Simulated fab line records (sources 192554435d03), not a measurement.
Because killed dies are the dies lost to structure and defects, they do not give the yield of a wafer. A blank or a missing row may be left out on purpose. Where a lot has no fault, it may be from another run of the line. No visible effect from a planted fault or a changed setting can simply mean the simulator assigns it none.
Matching of chambers :: flow n5_finfet :: N5_FIN_SAQP_STRIP_77 on rie_diel-02 has 4 sister chambers
The step strips in N2/H2, time 90 s. 27 wafers are shown with their chamber, then 12 later ones without.

== WAFERS, EACH WITH ITS CHAMBER ==
wafer: L077.1
chamber: 0
showerhead_plenum_p_Torr (Torr): 3.42
drypump_motor_current_A (A): 5.5
throttle_valve_pct (%): 11.79

wafer: L077.2
chamber: 2
showerhead_plenum_p_Torr (Torr): 3.47
drypump_motor_current_A (A): 5.6
throttle_valve_pct (%): 12.69

wafer: L077.3
chamber: 1
showerhead_plenum_p_Torr (Torr): 3.24
drypump_motor_current_A (A): 4.8
throttle_valve_pct (%): 12.21

wafer: L077.4
chamber: 3
showerhead_plenum_p_Torr (Torr): 3.43
drypump_motor_current_A (A): 5.9
throttle_valve_pct (%): 12.01

wafer: L077.5
chamber: 0
showerhead_plenum_p_Torr (Torr): 3.42
drypump_motor_current_A (A): 5.5
throttle_valve_pct (%): 11.77

wafer: L077.6
chamber: 1
showerhead_plenum_p_Torr (Torr): 3.24
drypump_motor_current_A (A): 4.8
throttle_valve_pct (%): 12.22

wafer: L083.3
chamber: 3
showerhead_plenum_p_Torr (Torr): 3.42
drypump_motor_current_A (A): 5.9
throttle_valve_pct (%): 12.05

wafer: L083.5
chamber: 0
showerhead_plenum_p_Torr (Torr): 3.42
drypump_motor_current_A (A): 5.5
throttle_valve_pct (%): 11.81

wafer: L083.6
chamber: 3
showerhead_plenum_p_Torr (Torr): 3.42
drypump_motor_current_A (A): 5.9
throttle_valve_pct (%): 12.05

wafer: L086.1
chamber: 2
showerhead_plenum_p_Torr (Torr): 3.46
drypump_motor_current_A (A): 5.7
throttle_valve_pct (%): 12.74

wafer: L086.3
chamber: 0
showerhead_plenum_p_Torr (Torr): 3.41
drypump_motor_current_A (A): 5.5
throttle_valve_pct (%): 11.83

wafer: L086.5
chamber: 3
showerhead_plenum_p_Torr (Torr): 3.42
drypump_motor_current_A (A): 5.9
throttle_valve_pct (%): 12.06

wafer: L087.2
chamber: 2
showerhead_plenum_p_Torr (Torr): 3.45
drypump_motor_current_A (A): 5.6
throttle_valve_pct (%): 12.73

wafer: L087.4
chamber: 3
showerhead_plenum_p_Torr (Torr): 3.42
drypump_motor_current_A (A): 5.8
throttle_valve_pct (%): 12.07

wafer: L087.5
chamber: 0
showerhead_plenum_p_Torr (Torr): 3.41
drypump_motor_current_A (A): 5.5
throttle_valve_pct (%): 11.84

wafer: L088.1
chamber: 0
showerhead_plenum_p_Torr (Torr): 3.41
drypump_motor_current_A (A): 5.5
throttle_valve_pct (%): 11.85

wafer: L088.2
chamber: 3
showerhead_plenum_p_Torr (Torr): 3.42
drypump_motor_current_A (A): 5.9
throttle_valve_pct (%): 12.08

wafer: L088.4
chamber: 3
showerhead_plenum_p_Torr (Torr): 3.42
drypump_motor_current_A (A): 5.8
throttle_valve_pct (%): 12.08

wafer: L090.3
chamber: 0
showerhead_plenum_p_Torr (Torr): 3.41
drypump_motor_current_A (A): 5.5
throttle_valve_pct (%): 11.86

wafer: L090.5
chamber: 1
showerhead_plenum_p_Torr (Torr): 3.22
drypump_motor_current_A (A): 4.8
throttle_valve_pct (%): 12.28

wafer: L090.6
chamber: 3
showerhead_plenum_p_Torr (Torr): 3.41
drypump_motor_current_A (A): 5.9
throttle_valve_pct (%): 12.10

wafer: L091.1
chamber: 1
showerhead_plenum_p_Torr (Torr): 3.22
drypump_motor_current_A (A): 4.8
throttle_valve_pct (%): 12.31

wafer: L091.4
chamber: 1
showerhead_plenum_p_Torr (Torr): 3.22
drypump_motor_current_A (A): 4.9
throttle_valve_pct (%): 12.30

wafer: L091.5
chamber: 1
showerhead_plenum_p_Torr (Torr): 3.22
drypump_motor_current_A (A): 4.9
throttle_valve_pct (%): 12.30

wafer: L092.4
chamber: 0
showerhead_plenum_p_Torr (Torr): 3.41
drypump_motor_current_A (A): 5.5
throttle_valve_pct (%): 11.87

wafer: L092.5
chamber: 2
showerhead_plenum_p_Torr (Torr): 3.45
drypump_motor_current_A (A): 5.7
throttle_valve_pct (%): 12.12

wafer: L092.6
chamber: 1
showerhead_plenum_p_Torr (Torr): 3.22
drypump_motor_current_A (A): 4.8
throttle_valve_pct (%): 12.29

SIGNATURES, as means of the wafers listed above
reading: showerhead_plenum_p_Torr
chamber 0: 3.4138
chamber 1: 3.2257
chamber 2: 3.4575
chamber 3: 3.4200
scatter within a chamber: 0.00732

reading: drypump_motor_current_A
chamber 0: 5.500
chamber 1: 4.829
chamber 2: 5.650
chamber 3: 5.875
scatter within a chamber: 0.0413

reading: throttle_valve_pct
chamber 0: 11.8275
chamber 1: 12.2729
chamber 2: 12.5700
chamber 3: 12.0625
scatter within a chamber: 0.113
Rule: a wafer lies at a distance from a chamber equal to the root of the sum of squares, over the readings, of (its reading less the chamber's mean, divided by the reading's scatter). If the next closest chamber is less than 2 further off than the closest, the wafer can't be placed; otherwise it belongs to the closest. The scatter: take each reading less its chamber's mean, square it, sum over the shown wafers, divide by the number of wafers less the number of chambers, and take the root.

== WAFERS WHOSE CHAMBER IS MISSING ==
wafer: L093.2
showerhead_plenum_p_Torr (Torr): 3.45
drypump_motor_current_A (A): 5.6
throttle_valve_pct (%): 12.13

wafer: L093.3
showerhead_plenum_p_Torr (Torr): 3.41
drypump_motor_current_A (A): 5.8
throttle_valve_pct (%): 12.10

wafer: L093.4
showerhead_plenum_p_Torr (Torr): 3.22
drypump_motor_current_A (A): 4.8
throttle_valve_pct (%): 12.30

wafer: L094.1
showerhead_plenum_p_Torr (Torr): 3.40
drypump_motor_current_A (A): 5.6
throttle_valve_pct (%): 11.88

wafer: L094.4
showerhead_plenum_p_Torr (Torr): 3.45
drypump_motor_current_A (A): 5.6
throttle_valve_pct (%): 12.13

wafer: L094.5
showerhead_plenum_p_Torr (Torr): 3.40
drypump_motor_current_A (A): 5.5
throttle_valve_pct (%): 11.88

wafer: L095.2
showerhead_plenum_p_Torr (Torr): 3.40
drypump_motor_current_A (A): 5.5
throttle_valve_pct (%): 11.88

wafer: L095.4
showerhead_plenum_p_Torr (Torr): 3.40
drypump_motor_current_A (A): 5.5
throttle_valve_pct (%): 11.88

wafer: L095.6
showerhead_plenum_p_Torr (Torr): 3.21
drypump_motor_current_A (A): 4.9
throttle_valve_pct (%): 12.30

wafer: L096.1
showerhead_plenum_p_Torr (Torr): 3.45
drypump_motor_current_A (A): 5.7
throttle_valve_pct (%): 12.14

wafer: L096.5
showerhead_plenum_p_Torr (Torr): 3.21
drypump_motor_current_A (A): 4.8
throttle_valve_pct (%): 12.33

wafer: L096.6
showerhead_plenum_p_Torr (Torr): 3.40
drypump_motor_current_A (A): 5.5
throttle_valve_pct (%): 11.89

== EACH ONE'S CHAMBER ==
wafer: L093.2
from the rows above: can't be placed: 2 or 0
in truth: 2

wafer: L093.3
from the rows above: 3
in truth: 3

wafer: L093.4
from the rows above: 1
in truth: 1

wafer: L094.1
from the rows above: 0
in truth: 0

wafer: L094.4
from the rows above: can't be placed: 2 or 0
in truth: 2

wafer: L094.5
from the rows above: 0
in truth: 0

wafer: L095.2
from the rows above: 0
in truth: 0

wafer: L095.4
from the rows above: 0
in truth: 0

wafer: L095.6
from the rows above: 1
in truth: 1

wafer: L096.1
from the rows above: can't be placed: 2 or 3
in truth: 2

wafer: L096.5
from the rows above: 1
in truth: 1

wafer: L096.6
from the rows above: 0
in truth: 0
9 of 12 placed correctly. These rows do not allow placing 3 (true chamber among the candidates in 3). 0 placed wrongly.
